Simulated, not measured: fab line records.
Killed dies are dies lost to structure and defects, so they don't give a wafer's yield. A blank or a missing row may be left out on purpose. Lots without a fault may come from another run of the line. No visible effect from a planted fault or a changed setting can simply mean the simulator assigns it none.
fab line records | flow nand_harc
[record] lots = 12 wafers = 36 last_day = 35
route steps=1302 shown A_STAIRCASE@848 A_SGD_CUT@890 END@1302
lots with no fault: from the same line, run without faults
start_h: start of the lot's first displayed wafer, in hours after the record's first day | wait_h: time in hours since the lot's previous step | " identical to the entry in the row above | L1.1+2: several wafers, shown together as one row | - value missing, or start not given | * or withheld: withheld | < > ~ a bound
route shown NAME@n: names a module that has steps shown in the file, with the first one's number in the route | usual: mean/standard deviation taken from wafers without a fault | same: alike in all rows | chamber/n: place in a boat | sites: readings site by site | _std_site: standard deviation across them | _edge_site: the outer-site mean with the inner-site mean subtracted | radius_mm: for every site, how far away it sits from the centre of the wafer | mask NAME#n: copy n | behind: the last tool/chamber to shape the wafer | hold: what put the lot on hold/how long, in hours/how the hold closed | device: whichever transistor did not switch (one of n, p or np) | end of line: tests run on the same wafers once the route is complete | for a step that has no rows: nothing shown but its recipe | killed: dies lost to structure and defects at the first sort, not the wafer's yield | map: a wafer's dies, marking killed ones x, the rest . and places with no die _
set.NAME: the setting the step ran with; set.NAME@STEP: the setting that earlier step ran with | model.NAME: the simulator's own value behind a step, which no gauge read
steps of the route over a sample of lots; a table a step, a row a wafer
services: from which hour (start_h, from the record's first day; less than 0 if before it) a tool's chamber was out of use, for how many hours, and why
[[steps]]
[step NHARC_A_STAIRCASE_ALD_420]
[recipe] target_thk_a = 200 pulse_time_s = 6 ald_cycles = 200 temp_c = 300 material = SiO2
[usual] heater_power_outer_w = 258/35 heater_power_w = 467/57 precursor_pulse_height_rel = 1.001/0.019
// columns lot.wafer tool chamber start_h wait_h heater_power_outer_w heater_power_w precursor_pulse_height_rel
L850.2 ald_hk-01 0 403.38 - 247 419 0.993
L850.4 " 1 " " 230 445 0.983
L850.1 " 3 " " 224 387 1.033
L852.3 ald_hk-03 2 407.94 - 321 533 0.986
L852.4 " 3 " " 252 450 1.018
L852.5 " 3 " " 252 447 1.041
L853.3 ald_hk-01 1 437.53 - 231 441 0.969
L853.1 " 0 " " 244 419 0.968
L853.5 " 2 " " 316 583 1.019
L855.4 ald_hk-01 2 439.71 - 314 573 1.000
L855.2 " 0 " " 247 423 0.993
L855.6 " 1 " " 234 450 1.009
L856.4 ald_hk-01 1 470.34 - 237 443 0.978
L856.6 " 3 " " 224 390 1.002
L856.5 " 0 " " 243 425 1.001
L858.3 ald_hk-01 2 471.86 - 324 583 0.988
L858.1 " 0 " " 245 422 0.990
L858.5 " 3 " " 221 388 0.999
L859.3 ald_hk-03 1 492.65 - 254 453 0.983
L859.4 " 3 " " 247 447 1.002
L859.5 " 1 " " 257 465 1.046
L860.2 ald_hk-01 1 519.79 - 248 461 0.988
L860.4 " 3 " " 230 402 1.017
L860.6 " 1 " " 249 452 1.020
L870.3 ald_hk-03 0 601.58 - 271 505 0.992
L870.6 " 1 " " 252 459 0.992
L870.5 " 2 " " 302 511 0.977
L871.2 ald_hk-01 2 621.23 - 320 573 0.990
L871.1 " 3 " " 230 405 1.004
L871.6 " 0 " " 239 405 1.012
L872.1 ald_hk-01 0 622.21 - 235 417 1.001
L872.2 " 1 " " 247 464 1.005
L872.6 " 3 " " 228 406 1.033
L873.4 ald_hk-01 1 625.90 - 250 462 1.011
L873.3 " 2 " " 324 587 0.969
L873.5 " 1 " " 240 449 0.980
[step NHARC_A_STAIRCASE_CMP_152]
[usual] motor_current_A = 12.4/1.1
// columns lot.wafer tool chamber start_h wait_h motor_current_A
L852.3 cmp-04 2 445.29 0.1 12.6
L852.4 " 0 " " 11.4
L852.5 " 2 " " 12.6
L850.2 cmp-01 3 445.52 0.1 11.7
L850.4 " 0 " " 11.7
L850.1 " 1 " " 13.2
L855.2 cmp-01 3 475.85 0.1 11.8
L855.4 " 0 " " 11.7
L855.6 " 2 " " 11.6
L853.3 cmp-04 2 476.13 0.1 12.9
L853.1 " 3 " " 10.6
L853.5 " 3 " " 10.1
L856.4 cmp-03 0 516.13 0.1 12.0
L856.6 " 3 " " 14.4
L856.5 " 0 " " 11.6
L858.3 cmp-01 3 516.40 0.1 12.3
L858.1 " 0 " " 11.4
L858.5 " 3 " " 12.1
L859.3 cmp-03 0 531.19 0.1 11.6
L859.4 " 1 " " 12.8
L859.5 " 1 " " 13.2
L860.4 cmp-03 2 566.93 0.1 13.0
L860.2 " 3 " " 14.1
L860.6 " 1 " " 13.2
L870.3 cmp-03 1 641.80 0.1 12.9
L870.5 " 3 " " 14.8
L870.6 " 0 " " 11.1
L872.2 cmp-04 2 660.88 0.1 13.6
L872.1 " 0 " " 12.2
L872.6 " 3 " " 10.1
L871.2 cmp-03 0 661.19 0.1 12.0
L871.1 " 2 " " 12.1
L871.6 " 3 " " 14.8
L873.4 cmp-03 1 663.74 0.1 13.0
L873.3 " 2 " " 13.0
L873.5 " 3 " " 13.9
[step NHARC_A_SGD_CUT_DEP_00]
[recipe] target_thk_a = 500 temp_c = 400 target_thk_nm = 50 flow_sccm = 200 rf_w = 450 material = SiNx
[usual] heater_power_outer_w = 402/55 heater_power_w = 674/71
// columns lot.wafer tool chamber start_h wait_h heater_power_outer_w heater_power_w
L852.3 pecvd-03 1 447.21 0.2 368 651
L852.4 " 0 " " 438 732
L852.5 " 2 " " 430 723
L850.2 pecvd-01 0 447.48 0.1 396 682
L850.1 " 1 " " 452 699
L850.4 " 0 " " 397 687
L855.2 pecvd-01 2 478.16 0.1 329 585
L855.4 " 1 " " 395 591
L855.6 " 2 " " 316 577
L853.3 pecvd-01 0 478.27 0.1 496 794
L853.1 " 1 " " 381 583
L853.5 " 2 " " 339 590
L856.5 pecvd-04 2 517.98 0.1 401 678
L856.6 " 0 " " 376 620
L856.4 " 1 " " 436 761
L858.1 pecvd-01 2 518.18 0.1 383 636
L858.3 " 1 " " 442 695
L858.5 " 1 " " 454 696
L859.3 pecvd-01 0 533.06 0.1 459 736
L859.4 " 2 " " 370 640
L859.5 " 0 " " 465 748
L860.2 pecvd-04 0 568.80 0.1 445 718
L860.4 " 1 " " 479 780
L860.6 " 2 " " 407 654
L870.3 pecvd-03 1 643.68 0.1 376 665
L870.5 " 1 " " 390 646
L870.6 " 2 " " 394 673
L872.1 pecvd-01 0 662.80 0.1 494 785
L872.2 " 1 " " 434 650
L872.6 " 1 " " 426 675
L871.2 pecvd-03 0 663.01 0.1 363 644
L871.1 " 1 " " 369 640
L871.6 " 1 " " 373 638
L873.3 pecvd-01 0 665.50 0.1 518 807
L873.4 " 0 " " 514 821
L873.5 " 1 " " 437 660
[step NHARC_A_SGD_CUT_DESCUM_14]
[recipe] time_s = 3 o2_flow_sccm = 200 ar_flow_sccm = 0 bias_power_w = 0 chemistry = O2
[usual] drypump_motor_current_A = 5.6/0.46 oes_product_au = 0.995/0.0091 rf_vpp_V = 57.8/0.84 showerhead_plenum_p_Torr = 1.91/0.081 throttle_valve_pct = 11.312/0.0085
// columns lot.wafer tool chamber start_h wait_h hold drypump_motor_current_A oes_product_au rf_hours_counter_h rf_vpp_V showerhead_plenum_p_Torr throttle_valve_pct
L852.3 rie_diel-03 0 448.12 0.1 - 5.5 1.000 14 58.2 1.95 11.304
L852.4 " 1 " " - 6.1 0.997 13 58.1 1.86 11.317
L852.5 " 3 " " - 5.7 1.007 - 59.0 1.97 11.313
L850.4 rie_diel-13 2 448.44 0.1 - 5.2 0.976 4 58.8 1.80 11.308
L850.1 " 0 " " - 6.4 0.989 4 57.3 1.85 11.331
L850.2 " 1 " " - 5.7 0.990 3 56.9 1.99 11.319
L855.4 rie_diel-13 1 479.01 0.1 - 5.8 1.001 5 57.3 1.99 11.333
L855.2 " 3 " " - 5.3 0.990 5 58.0 1.98 11.325
L855.6 " 1 " " - 5.7 0.988 - 58.2 1.99 11.312
L853.3 rie_diel-12 0 479.18 0.1 - 5.1 0.990 1 57.9 1.94 11.321
L853.1 " 2 " " - 5.0 1.006 2 57.1 1.82 11.302
L853.5 " 1 " " - 5.3 0.999 - 56.7 1.94 11.319
L856.4 rie_diel-03 2 518.80 0.1 - 6.4 0.988 5 57.0 1.82 11.312
L856.5 " 2 " " - 6.4 0.988 - 57.6 1.82 11.311
L856.6 " 3 " " - 5.7 1.000 - 59.2 1.97 11.303
L858.1 rie_diel-12 2 519.11 0.1 - 5.0 1.000 5 57.0 1.82 11.312
L858.3 " 3 " " - 5.5 1.002 4 58.1 2.06 11.326
L858.5 " 2 " " - 5.0 0.993 - 56.7 1.82 11.308
L859.3 rie_diel-12 2 533.94 0.1 - 5.0 0.983 6 57.7 1.82 11.315
L859.4 " 3 " " - 5.5 0.993 - 57.6 2.06 11.307
L859.5 " 1 " " - 5.3 0.994 - 58.3 1.94 11.308
L860.2 rie_diel-13 0 569.58 0.1 - 6.4 0.994 2 59.5 1.85 11.308
L860.4 " 2 " " - 5.1 0.996 2 57.7 1.80 11.311
L860.6 " 0 " " - 6.4 1.002 - 58.0 1.85 11.297
L870.3 rie_diel-12 2 644.44 0.1 - 5.1 1.007 0 57.3 1.82 11.317
L870.5 " 1 " " - 5.3 0.995 - 58.3 1.94 11.305
L870.6 " 2 " " - 5.1 1.003 - 56.9 1.82 11.312
L872.2 rie_diel-12 2 666.73 3.1 await_dispo/3.0h/release 5.0 1.013 2 57.7 1.82 11.321
L872.1 " 3 " " await_dispo/3.0h/release 5.5 1.006 2 57.8 2.05 11.306
L872.6 " 2 " " await_dispo/3.0h/release 5.0 1.015 - 56.9 1.82 11.309
L871.1 rie_diel-03 3 667.15 3.1 await_dispo/3.1h/release 5.7 1.002 2 58.1 1.97 11.318
L871.2 " 2 " " await_dispo/3.1h/release 6.3 1.000 2 58.5 1.82 11.299
L871.6 " 3 " " await_dispo/3.1h/release 5.7 1.004 - 59.5 1.97 11.317
L873.3 rie_diel-13 1 669.81 3.3 await_dispo/3.2h/release 5.7 1.001 7 59.0 1.99 11.314
L873.4 " 2 " " await_dispo/3.2h/release 5.1 0.987 7 57.1 1.80 11.324
L873.5 " 1 " " await_dispo/3.2h/release 5.8 0.991 - 57.9 1.99 11.303
[step NHARC_A_SGD_CUT_CMP_21]
[recipe] target_thk_nm = 148.19
[usual] motor_current_A = 12.3/0.85 time_to_endpoint_s = 49.3/2.8
// columns lot.wafer tool chamber start_h wait_h motor_current_A time_to_endpoint_s
L850.2 cmp-01 2 458.10 0.4 11.3 49.8
L850.4 " 3 " " 12.2 51.0
L850.1 " 0 " " 11.2 54.7
L852.3 cmp-02 2 458.13 0.4 12.4 47.3
L852.4 " 3 " " 13.3 49.4
L852.5 " 1 " " 13.2 44.1
L855.2 cmp-04 0 485.14 0.4 11.9 51.4
L855.4 " 1 " " 13.1 50.3
L855.6 " 0 " " 11.7 53.0
L853.1 cmp-02 0 485.14 0.4 12.4 47.2
L853.3 " 3 " " 13.2 49.9
L853.5 " 1 " " 12.8 47.0
L858.3 cmp-02 3 524.46 0.4 12.8 48.5
L858.1 " 1 " " 12.4 45.7
L858.5 " 3 " " 13.0 44.2
L856.4 cmp-01 2 524.51 0.4 11.5 46.7
L856.5 " 3 " " 12.3 46.6
L856.6 " 0 " " 11.1 49.7
L859.3 cmp-02 1 540.24 0.4 13.6 46.1
L859.4 " 2 " " 12.5 50.8
L859.5 " 1 " " 13.0 49.1
L860.2 cmp-01 3 575.72 0.4 12.8 52.1
L860.4 " 0 " " 11.6 56.9
L860.6 " 3 " " 12.3 49.9
L870.3 cmp-02 0 653.88 0.4 11.5 45.1
L870.6 " 0 " " 12.5 42.7
L870.5 " 1 " " 12.9 47.8
L871.1 cmp-02 1 670.60 0.4 13.0 49.4
L871.2 " 2 " " 12.4 48.8
L871.6 " 1 " " 12.6 48.2
L873.4 cmp-04 3 672.74 0.4 10.9 52.1
L873.3 " 1 " " 12.3 50.9
L873.5 " 0 " " 11.2 55.6
L872.2 cmp-01 3 677.85 0.4 11.5 54.7
L872.1 " 0 " " 11.7 55.8
L872.6 " 3 " " 12.3 54.5
[step NHARC_END_SORT_01]
[recipe] temp_c = 25
[usual] killed_at_array = 57/17 killed_at_other = 0.5/0.82 killed_at_periphery = 4.0/2.8 killed_dies = 61/18 killed_open = 2.9/2 killed_short = 2.3/1.7
[same] gross_dies = 677
// columns lot.wafer tool chamber start_h wait_h killed_at_array killed_at_other killed_at_periphery killed_dies killed_open killed_short
L850.1 prober-01 0 577.16 2.5 37 1 2 40 4 1
L850.2 prober-01 0 577.95 2.8 30 0 3 33 1 2
L850.4 prober-01 0 579.54 3.4 36 2 2 40 0 5
L852.3 prober-01 0 591.94 3.1 56 1 3 60 5 0
L852.4 prober-01 0 592.72 3.4 84 2 2 88 3 2
L852.5 prober-01 0 593.51 3.6 68 1 6 75 4 3
L855.2 prober-01 0 607.60 2.8 59 0 4 63 4 2
L855.4 prober-01 0 609.20 3.4 45 1 5 51 3 2
L855.6 prober-01 0 610.80 4.0 46 0 8 54 5 4
L853.1 prober-01 0 614.61 2.5 64 1 4 69 2 1
L853.3 prober-01 0 616.20 3.1 65 0 4 69 6 3
L853.5 prober-01 0 617.78 3.7 66 0 5 71 1 2
L856.4 prober-01 0 640.45 3.4 26 0 2 28 3 1
L856.5 prober-01 0 641.26 3.7 25 0 1 26 0 0
L856.6 prober-01 0 642.07 4.0 30 0 3 33 1 2
L858.1 prober-02 0 645.84 2.5 63 2 1 66 1 0
L858.3 prober-02 0 647.44 3.1 78 2 2 82 6 7
L858.5 prober-02 0 649.04 3.7 75 2 0 77 2 3
L859.3 prober-01 0 659.55 3.1 39 1 4 44 4 1
L859.4 prober-01 0 660.35 3.4 62 0 6 68 2 3
L859.5 prober-01 0 661.14 3.7 55 0 2 57 2 2
L860.2 prober-01 0 702.11 2.8 69 0 1 70 4 4
L860.4 prober-01 0 703.70 3.4 82 0 3 85 3 3
L860.6 prober-01 0 705.29 4.0 64 0 1 65 8 0
L870.3 prober-01 0 774.16 3.1 60 1 2 63 1 1
L870.5 prober-01 0 775.80 3.8 66 0 4 70 4 1
L870.6 prober-01 0 776.62 4.1 61 3 1 65 3 1
L873.3 prober-01 0 804.77 3.1 76 0 1 77 4 0
L873.4 prober-01 0 805.57 3.4 93 2 8 103 4 5
L873.5 prober-01 0 806.38 3.7 83 2 3 88 0 1
L871.1 prober-02 0 817.72 2.5 109 0 8 117 2 6
L871.2 prober-02 0 818.53 2.8 105 0 10 115 8 1
L871.6 prober-02 0 821.76 4.0 147 0 6 153 0 3
L872.1 prober-02 0 842.34 2.5 137 1 6 144 5 6
L872.2 prober-02 0 843.13 2.8 106 0 4 110 3 1
L872.6 prober-02 0 846.30 4.0 96 1 1 98 1 3
// killed by level:class
L850.1 A_SLIT:chamber_film_flake=22 A_CHANNEL_HOLE_D2:chamber_film_flake=4 A_STAIRCASE:chamber_film_flake=3 A_WL_FILL:chamber_film_flake=2 P_STI:geometric_particle:short=1 A_ONON_D1:geometric_particle:open=1 A_BLC:geometric_particle:open=1 A_M1:geometric_particle:open=1
L850.2 A_SLIT:chamber_film_flake=20 A_CHANNEL_HOLE_D2:chamber_film_flake=3 P_GATE:chamber_film_flake=2 A_CONTACT:chamber_film_flake=2 A_WL_FILL:geometric_particle:short=1 A_WL_FILL:geometric_particle:open=1 A_M1:geometric_particle:short=1 P_M1:chamber_film_flake=1
L850.4 A_SLIT:chamber_film_flake=22 A_WL_FILL:chamber_film_flake=3 A_WL_FILL:geometric_particle:short=2 A_DECK1_JOINT:chamber_film_flake=2 A_CHANNEL_HOLE_D2:chamber_film_flake=2 THIN_TSV:chamber_film_flake=2 P_CONTACT:geometric_particle:short=1 A_ONON_D2:geometric_particle:short=1
L852.3 A_SLIT:chamber_film_flake=22 A_CHANNEL_HOLE_D1:chamber_film_flake=12 A_CHANNEL_HOLE_D2:chamber_film_flake=11 A_STAIRCASE:chamber_film_flake=3 P_GATE:chamber_film_flake=2 A_CHANNEL_FILL_D2:geometric_particle:open=1 A_WL_FILL:geometric_particle:open=1 A_BLC:geometric_particle:open=1
L852.4 A_CHANNEL_HOLE_D1:chamber_film_flake=28 A_CHANNEL_HOLE_D2:chamber_film_flake=22 A_SLIT:chamber_film_flake=19 A_STAIRCASE:chamber_film_flake=5 A_CHANNEL_FILL_D2:geometric_particle:open=2 A_SGD_CUT:chamber_film_flake=2 THIN_TSV:chamber_film_flake=2 A_DECK1_JOINT:geometric_particle:short=1
L852.5 A_SLIT:chamber_film_flake=22 A_CHANNEL_HOLE_D1:chamber_film_flake=16 A_CHANNEL_HOLE_D2:chamber_film_flake=8 A_STAIRCASE:chamber_film_flake=6 P_GATE:chamber_film_flake=3 A_DECK1_JOINT:chamber_film_flake=3 A_SGD_CUT:geometric_particle:open=2 P_ZERO_WELL:chamber_film_flake=2
L855.2 A_SLIT:chamber_film_flake=27 A_CHANNEL_HOLE_D2:chamber_film_flake=11 A_CONTACT:chamber_film_flake=6 P_M2:chamber_film_flake=2 A_CHANNEL_FILL_D1:chamber_film_flake=2 A_STAIRCASE:chamber_film_flake=2 A_WL_FILL:chamber_film_flake=2 A_BONDPAD:chamber_film_flake=2
L855.4 A_SLIT:chamber_film_flake=26 A_CHANNEL_HOLE_D2:chamber_film_flake=5 A_CONTACT:chamber_film_flake=5 P_ZERO_WELL:chamber_film_flake=3 A_ONON_D1:geometric_particle:short=2 P_M2:chamber_film_flake=2 A_SGD_CUT:geometric_particle:open=1 A_WL_FILL:geometric_particle:open=1
L855.6 A_SLIT:chamber_film_flake=17 A_CHANNEL_HOLE_D2:chamber_film_flake=10 A_CHANNEL_FILL_D2:chamber_film_flake=4 A_CONTACT:chamber_film_flake=4 A_ONON_D1:geometric_particle:open=3 P_CONTACT:geometric_particle:short=2 P_ZERO_WELL:chamber_film_flake=2 P_M2:chamber_film_flake=2
L853.1 A_CHANNEL_HOLE_D2:chamber_film_flake=29 A_SLIT:chamber_film_flake=28 A_CHANNEL_HOLE_D1:chamber_film_flake=5 P_ZERO_WELL:chamber_film_flake=2 P_CONTACT:chamber_film_flake=2 A_SGD_CUT:geometric_particle:open=1 A_M0:geometric_particle:open=1 STARTING-WAFER:geometric_particle:short=1
L853.3 A_SLIT:chamber_film_flake=27 A_CHANNEL_HOLE_D2:chamber_film_flake=19 A_CONTACT:chamber_film_flake=5 A_M0:geometric_particle:open=3 A_CHANNEL_HOLE_D1:chamber_film_flake=2 P_M2:geometric_particle:short=1 A_DECK1_JOINT:geometric_particle:short=1 A_ONON_D2:geometric_particle:open=1
L853.5 A_CHANNEL_HOLE_D2:chamber_film_flake=32 A_SLIT:chamber_film_flake=26 A_CONTACT:chamber_film_flake=3 P_ZERO_WELL:chamber_film_flake=2 P_M0:geometric_particle:short=1 A_CHANNEL_HOLE_D1:geometric_particle:short=1 A_ONON_D2:geometric_particle:open=1 P_GATE:chamber_film_flake=1
L856.4 A_CHANNEL_HOLE_D2:chamber_film_flake=14 A_CONTACT:chamber_film_flake=5 A_STAIRCASE:chamber_film_flake=2 A_CHANNEL_HOLE_D2:geometric_particle:short=1 A_CHANNEL_FILL_D2:geometric_particle:open=1 A_CONTACT:geometric_particle:open=1 A_M0:geometric_particle:open=1 P_ZERO_WELL:chamber_film_flake=1
L856.5 A_CHANNEL_HOLE_D2:chamber_film_flake=15 A_CONTACT:chamber_film_flake=6 A_CHANNEL_HOLE_D1:chamber_film_flake=2 A_CHANNEL_FILL_D2:chamber_film_flake=2 P_M2:chamber_film_flake=1
L856.6 A_CHANNEL_HOLE_D2:chamber_film_flake=9 A_CHANNEL_HOLE_D1:chamber_film_flake=6 A_CONTACT:chamber_film_flake=6 A_DECK1_JOINT:chamber_film_flake=3 P_ZERO_WELL:chamber_film_flake=2 A_STAIRCASE:chamber_film_flake=2 P_CONTACT:geometric_particle:open=1 A_CHANNEL_HOLE_D2:geometric_particle:short=1
L858.1 A_CHANNEL_HOLE_D2:chamber_film_flake=35 A_CHANNEL_HOLE_D1:chamber_film_flake=18 A_CONTACT:chamber_film_flake=7 THIN_TSV:chamber_film_flake=2 A_CHANNEL_FILL_D1:geometric_particle:open=1 P_GATE:chamber_film_flake=1 A_ZERO_WELL:chamber_film_flake=1 A_STAIRCASE:chamber_film_flake=1
L858.3 A_CHANNEL_HOLE_D2:chamber_film_flake=32 A_CHANNEL_HOLE_D1:chamber_film_flake=23 A_CHANNEL_FILL_D2:chamber_film_flake=3 A_CHANNEL_FILL_D1:chamber_film_flake=2 A_WL_FILL:chamber_film_flake=2 A_CONTACT:chamber_film_flake=2 THIN_TSV:chamber_film_flake=2 A_SOURCE_PLATE:geometric_particle:open=1
L858.5 A_CHANNEL_HOLE_D2:chamber_film_flake=25 A_CHANNEL_HOLE_D1:chamber_film_flake=25 A_CONTACT:chamber_film_flake=12 A_CHANNEL_FILL_D1:chamber_film_flake=2 A_STAIRCASE:chamber_film_flake=2 A_WL_FILL:chamber_film_flake=2 THIN_TSV:chamber_film_flake=2 A_ONON_D1:geometric_particle:open=1
L859.3 A_CHANNEL_HOLE_D1:chamber_film_flake=14 A_CHANNEL_HOLE_D2:chamber_film_flake=13 A_SLIT:chamber_film_flake=3 P_BONDPAD:chamber_film_flake=2 A_DECK1_JOINT:chamber_film_flake=2 A_CONTACT:chamber_film_flake=2 P_CONTACT:geometric_particle:open=1 A_ONON_D1:geometric_particle:open=1
L859.4 A_CHANNEL_HOLE_D1:chamber_film_flake=34 A_CHANNEL_HOLE_D2:chamber_film_flake=15 A_CHANNEL_FILL_D2:chamber_film_flake=3 A_CONTACT:chamber_film_flake=3 A_WL_FILL:geometric_particle:short=2 P_GATE:chamber_film_flake=2 A_DECK1_JOINT:chamber_film_flake=2 P_STI:geometric_particle:open=1
L859.5 A_CHANNEL_HOLE_D1:chamber_film_flake=21 A_CHANNEL_HOLE_D2:chamber_film_flake=21 A_CONTACT:chamber_film_flake=5 A_DECK1_JOINT:chamber_film_flake=3 P_M1:geometric_particle:short=1 A_ONON_D1:geometric_particle:open=1 A_ONON_D2:geometric_particle:open=1 A_ONON_D2:geometric_particle:short=1
L860.2 A_SLIT:chamber_film_flake=33 A_CHANNEL_HOLE_D1:chamber_film_flake=15 A_STAIRCASE:chamber_film_flake=6 A_CONTACT:chamber_film_flake=6 A_SOURCE_PLATE:geometric_particle:short=2 A_DECK1_JOINT:geometric_particle:short=1 A_DECK1_JOINT:geometric_particle:open=1 A_SGD_CUT:geometric_particle:short=1
L860.4 A_CHANNEL_HOLE_D1:chamber_film_flake=36 A_SLIT:chamber_film_flake=33 A_CONTACT:chamber_film_flake=3 P_M0:geometric_particle:short=2 A_CHANNEL_FILL_D2:geometric_particle:open=2 A_CHANNEL_FILL_D1:chamber_film_flake=2 A_STAIRCASE:chamber_film_flake=2 A_WL_FILL:chamber_film_flake=2
L860.6 A_SLIT:chamber_film_flake=30 A_CHANNEL_HOLE_D1:chamber_film_flake=17 A_CONTACT:chamber_film_flake=4 A_STAIRCASE:chamber_film_flake=3 A_CHANNEL_FILL_D2:geometric_particle:open=2 A_CHANNEL_FILL_D1:geometric_particle:open=1 A_SGD_CUT:geometric_particle:open=1 A_WL_FILL:geometric_particle:open=1
L870.3 A_SLIT:chamber_film_flake=33 A_CHANNEL_HOLE_D1:chamber_film_flake=13 A_CONTACT:chamber_film_flake=3 A_CHANNEL_HOLE_D2:chamber_film_flake=3 A_WL_FILL:chamber_film_flake=3 A_SGD_CUT:chamber_film_flake=2 P_M0:geometric_particle:short=1 A_CONTACT:geometric_particle:open=1
L870.5 A_SLIT:chamber_film_flake=34 A_CHANNEL_HOLE_D1:chamber_film_flake=19 A_CHANNEL_HOLE_D2:chamber_film_flake=4 P_BONDPAD:chamber_film_flake=2 A_STAIRCASE:chamber_film_flake=2 A_CONTACT:chamber_film_flake=2 P_CONTACT:geometric_particle:open=1 P_M2:geometric_particle:short=1
L870.6 A_SLIT:chamber_film_flake=35 A_CHANNEL_HOLE_D1:chamber_film_flake=14 A_STAIRCASE:chamber_film_flake=4 A_CONTACT:chamber_film_flake=3 THIN_TSV:chamber_film_flake=3 A_ONON_D1:geometric_particle:open=2 A_CHANNEL_FILL_D1:geometric_particle:short=1 A_DECK1_JOINT:geometric_particle:open=1
L873.3 A_STAIRCASE:unspecified=45 A_CHANNEL_HOLE_D1:chamber_film_flake=15 A_SLIT:chamber_film_flake=4 A_CHANNEL_HOLE_D2:chamber_film_flake=3 A_CONTACT:chamber_film_flake=3 A_M1:chamber_film_flake=2 P_M0:geometric_particle:open=1 A_ONON_D1:geometric_particle:open=1
L873.4 A_STAIRCASE:unspecified=54 A_CHANNEL_HOLE_D1:chamber_film_flake=19 A_SLIT:chamber_film_flake=6 A_CONTACT:chamber_film_flake=5 P_CONTACT:geometric_particle:open=3 P_M2:chamber_film_flake=3 A_M1:chamber_film_flake=2 THIN_TSV:chamber_film_flake=2
L873.5 A_STAIRCASE:unspecified=49 A_CHANNEL_HOLE_D1:chamber_film_flake=20 A_CONTACT:chamber_film_flake=7 A_SLIT:chamber_film_flake=3 THIN_TSV:chamber_film_flake=2 A_CHANNEL_HOLE_D2:geometric_particle:short=1 P_ZERO_WELL:chamber_film_flake=1 P_GATE:chamber_film_flake=1
L871.1 A_STAIRCASE:unspecified=38 A_CHANNEL_HOLE_D2:chamber_film_flake=22 A_SLIT:chamber_film_flake=21 A_CHANNEL_HOLE_D1:chamber_film_flake=8 P_CONTACT:chamber_film_flake=4 A_STAIRCASE:chamber_film_flake=4 A_WL_FILL:geometric_particle:short=3 P_ZERO_WELL:chamber_film_flake=3
L871.2 A_STAIRCASE:unspecified=44 A_CHANNEL_HOLE_D2:chamber_film_flake=22 A_SLIT:chamber_film_flake=15 A_CHANNEL_HOLE_D1:chamber_film_flake=9 A_M0:geometric_particle:open=3 P_ZERO_WELL:chamber_film_flake=3 P_CONTACT:chamber_film_flake=3 A_ZERO_WELL:chamber_film_flake=3
L871.6 A_STAIRCASE:unspecified=68 A_SLIT:chamber_film_flake=31 A_CHANNEL_HOLE_D2:chamber_film_flake=20 A_CHANNEL_HOLE_D1:chamber_film_flake=18 P_CONTACT:chamber_film_flake=4 A_STAIRCASE:chamber_film_flake=4 P_ZERO_WELL:chamber_film_flake=2 A_CONTACT:chamber_film_flake=2
L872.1 A_STAIRCASE:unspecified=62 A_CHANNEL_HOLE_D2:chamber_film_flake=34 A_CONTACT:chamber_film_flake=17 A_SLIT:chamber_film_flake=5 A_M1:chamber_film_flake=4 A_CHANNEL_FILL_D1:chamber_film_flake=3 P_ZERO_WELL:chamber_film_flake=2 P_CONTACT:geometric_particle:short=1
L872.2 A_STAIRCASE:unspecified=50 A_CHANNEL_HOLE_D2:chamber_film_flake=27 A_CONTACT:chamber_film_flake=14 A_SLIT:chamber_film_flake=4 A_CHANNEL_FILL_D1:chamber_film_flake=2 A_DECK1_JOINT:chamber_film_flake=2 A_STAIRCASE:chamber_film_flake=2 A_WL_FILL:chamber_film_flake=2
L872.6 A_STAIRCASE:unspecified=39 A_CHANNEL_HOLE_D2:chamber_film_flake=24 A_CONTACT:chamber_film_flake=15 A_SLIT:chamber_film_flake=7 A_CHANNEL_FILL_D1:geometric_particle:short=2 A_CHANNEL_HOLE_D1:chamber_film_flake=2 A_CHANNEL_FILL_D1:chamber_film_flake=2 A_M1:chamber_film_flake=2
[[services]]
// columns tool chamber start_h hours kind
cmp-01 - 402.44 4.0 pm
cmp-02 - 428.50 4.0 pm
cmp-03 - 447.72 4.7 repair
cmp-03 - 456.21 4.0 pm
ald_hk-01 - 474.05 10.0 pm
pecvd-01 - 492.16 13.0 pm
cmp-01 - 500.44 4.0 pm
cmp-03 - 501.54 3.3 repair
cmp-02 - 503.65 1.7 repair
cmp-03 - 526.48 0.5 repair
cmp-02 - 526.50 4.0 pm
cmp-01 - 539.25 3.4 repair
cmp-03 - 554.21 4.0 pm
cmp-01 - 567.90 2.1 repair
cmp-02 - 568.30 1.8 repair
pecvd-01 1 583.39 5.9 repair
cmp-01 - 592.21 0.5 repair
cmp-03 - 594.31 0.5 repair
cmp-01 - 598.44 4.0 pm
pecvd-01 - 608.55 0.8 repair
cmp-02 - 620.49 1.0 repair
cmp-01 - 639.56 2.1 repair
ald_hk-01 - 652.05 10.0 pm
pecvd-01 - 673.16 13.0 pm
[[key]]
[first_sign] step = NHARC_END_SORT_01 reading = killed_dies direction = up sigmas = 2.9 usual = 61 struck = 112
[effect] step = NHARC_END_SORT_01 reading = killed_at_array direction = up sigmas = 2.8 usual = 57 struck = 106
[more_kills_born_at] NHARC_A_STAIRCASE_ALD_420@ald_hk-01 = 449
met_at NHARC_A_STAIRCASE_ALD_420
struck_lots L871,L872,L873
tester_left_out L871,L872,L873
not_acting_at NHARC_A_STAIRCASE_CMP_152,NHARC_A_SGD_CUT_DEP_00,NHARC_A_SGD_CUT_CMP_21
also_fits time
[fault] kind = chamber_particle_source tool = ald_hk-01 chamber = - onset_h = 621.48 steps = NHARC_A_STAIRCASE_ALD_420 rate_per_visit_cm2 = 0.39019 end_h = 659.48
// tester_left_out: of these lots the tester's yield and bins aren't shown, on N5 and GAA mostly nor the transistor test; their killed dies are dies lost to structure and defects alone, not to doping, threshold or leakage, so they don't give the yield
